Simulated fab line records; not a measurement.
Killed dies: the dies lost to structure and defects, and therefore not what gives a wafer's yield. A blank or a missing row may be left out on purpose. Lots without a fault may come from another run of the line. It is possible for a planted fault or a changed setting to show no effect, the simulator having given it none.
Chamber matching | flow nandHarc | NHARC_A_STAIRCASE_DESCUM_168 on rieDiel-13 has 4 sister chambers
The step chemistry O2, time 3 s. 8 wafers are shown with their chamber, then 8 later ones without.

WAFERS PAIRED WITH THEIR CHAMBERS
wafer  | chamber | drypumpMotorCurrentA (A) | showerheadPlenumPTorr (Torr)
L079.6 | 3       | 5.43                     | 1.84
L083.2 | 2       | 6.20                     | 1.77
L083.5 | 2       | 6.17                     | 1.77
L083.6 | 1       | 5.65                     | 1.80
L084.1 | 3       | 5.45                     | 1.84
L084.3 | 1       | 5.63                     | 1.79
L084.5 | 0       | 5.73                     | 1.88
L091.1 | 0       | 5.73                     | 1.88

WAFERS WITH NO CHAMBER GIVEN
wafer  | drypumpMotorCurrentA (A) | showerheadPlenumPTorr (Torr)
L091.3 | 6.19                     | 1.76
L091.6 | 6.20                     | 1.76
L095.1 | 5.66                     | 1.79
L095.4 | 6.20                     | 2.07
L095.5 | 5.69                     | 1.87
L096.2 | 6.18                     | 2.07
L096.3 | 5.44                     | 1.82
L096.5 | 6.19                     | 2.07

WHICH CHAMBER EACH ONE RAN IN
wafer  | from the rows above | in truth
L091.3 | 2                   | 2
L091.6 | 2                   | 2
L095.1 | 1                   | 1
L095.4 | 0                   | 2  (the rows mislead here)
L095.5 | 0                   | 0
L096.2 | 0                   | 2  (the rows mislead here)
L096.3 | 3                   | 3
L096.5 | 0                   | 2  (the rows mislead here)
5 of 8 placed correctly. Not placeable from these rows: 0. Wrongly placed: 3.
How it was worked out, from the rows above alone: a wafer's distance from a chamber is the root of the sum, over the readings, of the square of ((its reading less the chamber's mean) divided by the reading's scatter). If the next closest chamber is less than 2 further off than the closest, the wafer can't be placed; otherwise it belongs to the closest. Each chamber's mean is taken over the wafers shown for it. The scatter is the square root of a quotient: the sum, over the shown wafers, of each reading's squared deviation from its chamber's mean, divided by wafers minus chambers.
